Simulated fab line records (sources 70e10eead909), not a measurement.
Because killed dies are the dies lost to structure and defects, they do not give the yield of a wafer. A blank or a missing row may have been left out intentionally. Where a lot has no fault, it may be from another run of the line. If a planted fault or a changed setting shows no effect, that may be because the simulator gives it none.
Which tool was responsible? :: flow nand-harc :: 18 wafers from 6 lots sampled at 5 of the route's 1159 steps

## WHAT THE GAUGES SHOWED, per wafer
NHARC_END_SORT_01.
lot: L400
measured: day 24 00:59
on: prober-01
killed-at-array: 100 14 98

## TOOL THAT RAN EACH LOT (tool first, then ch and the chambers of the sampled wafers, then the start)
lot: L384
NHARC_A_CONTACT_ETCH_106: rie-diel-03 ch 0,1,3, day 17 04:34
NHARC_A_M1_STRIP_18: rie-diel-09 ch 0,2,3, day 18 02:33
NHARC_A_M1_ETCH_28: rie-diel-09 ch 0,2,3, day 18 04:04 or earlier
NHARC_A_M1_ANNEAL_31: rtp-anneal-01 ch 0, day 18 04:04

lot: L386
NHARC_A_CONTACT_ETCH_106: rie-diel-03 ch 0,1,3, day 17 22:45
NHARC_A_M1_STRIP_18: rie-diel-10 ch 2,3, day 18 21:28
NHARC_A_M1_ETCH_28: rie-diel-10 ch 0,3, day 18 23:11 or earlier
NHARC_A_M1_ANNEAL_31: rtp-anneal-01 ch 0, day 18 23:11

lot: L393
NHARC_A_CONTACT_ETCH_106: rie-diel-03 ch 0,1,2, day 19 10:28
NHARC_A_M1_STRIP_18: rie-diel-10 ch 2,3, day 20 05:08
NHARC_A_M1_ETCH_28: rie-diel-10 ch 1,3, day 20 06:37 or earlier
NHARC_A_M1_ANNEAL_31: rtp-anneal-01 ch 0, day 20 06:37

lot: L398
NHARC_A_CONTACT_ETCH_106: rie-diel-08 ch 1,2,3, day 20 18:32
NHARC_A_M1_STRIP_18: rie-diel-10 ch 1,2, day 21 20:24
NHARC_A_M1_ETCH_28: rie-diel-10 ch 1,3, day 21 21:46 or earlier
NHARC_A_M1_ANNEAL_31: rtp-anneal-02 ch 0, day 21 21:46

lot: L400
NHARC_A_CONTACT_ETCH_106: rie-diel-03 ch 0,3, day 21 03:23
NHARC_A_M1_STRIP_18: rie-diel-09 ch 0,1,3, day 22 11:10
NHARC_A_M1_ETCH_28: rie-diel-09 ch 0,2,3, day 22 12:35 or earlier
NHARC_A_M1_ANNEAL_31: rtp-anneal-02 ch 0, day 22 12:35

lot: L405
NHARC_A_CONTACT_ETCH_106: rie-diel-08 ch 0,3, day 22 22:05
NHARC_A_M1_STRIP_18: rie-diel-12 ch 1,2, day 24 02:10
NHARC_A_M1_ETCH_28: rie-diel-12 ch 1,2,3, day 24 03:38 or earlier
NHARC_A_M1_ANNEAL_31: rtp-anneal-02 ch 0, day 24 03:38
- NHARC_A_CONTACT_ETCH_106: etches the open film in CF4/O2, target depth 60 nm, overetch 6 nm, time 33 s.
- NHARC_A_M1_STRIP_18: strips in N2/H2.
- NHARC_A_M1_ETCH_28: etches the open film in CF4/N2, target depth 30 nm, time 72.99 s.
- NHARC_A_M1_ANNEAL_31: time 90 s.

## THE ANSWER, worked out from the rows above alone
Rule: the lots themselves supply what counts as usual. Put in order of their means at a reading, lots are off if they are a third of the lots or fewer, leave a main group of 4 or more, and stand apart from it by a gap of 3 or more times the standard deviation of the main group's means; of several such gaps the widest counts. A main group is skipped when, at the precision printed for the reading in the tables above, its means are all equal. A lot without any number at a reading at which 4 lots or more have one is off too. Any other lot the step has rows for is counted as sound.
Nothing can be told from this: no lot is off at any reading shown.

## WHAT HAD BEEN PUT IN BY THE SIMULATOR
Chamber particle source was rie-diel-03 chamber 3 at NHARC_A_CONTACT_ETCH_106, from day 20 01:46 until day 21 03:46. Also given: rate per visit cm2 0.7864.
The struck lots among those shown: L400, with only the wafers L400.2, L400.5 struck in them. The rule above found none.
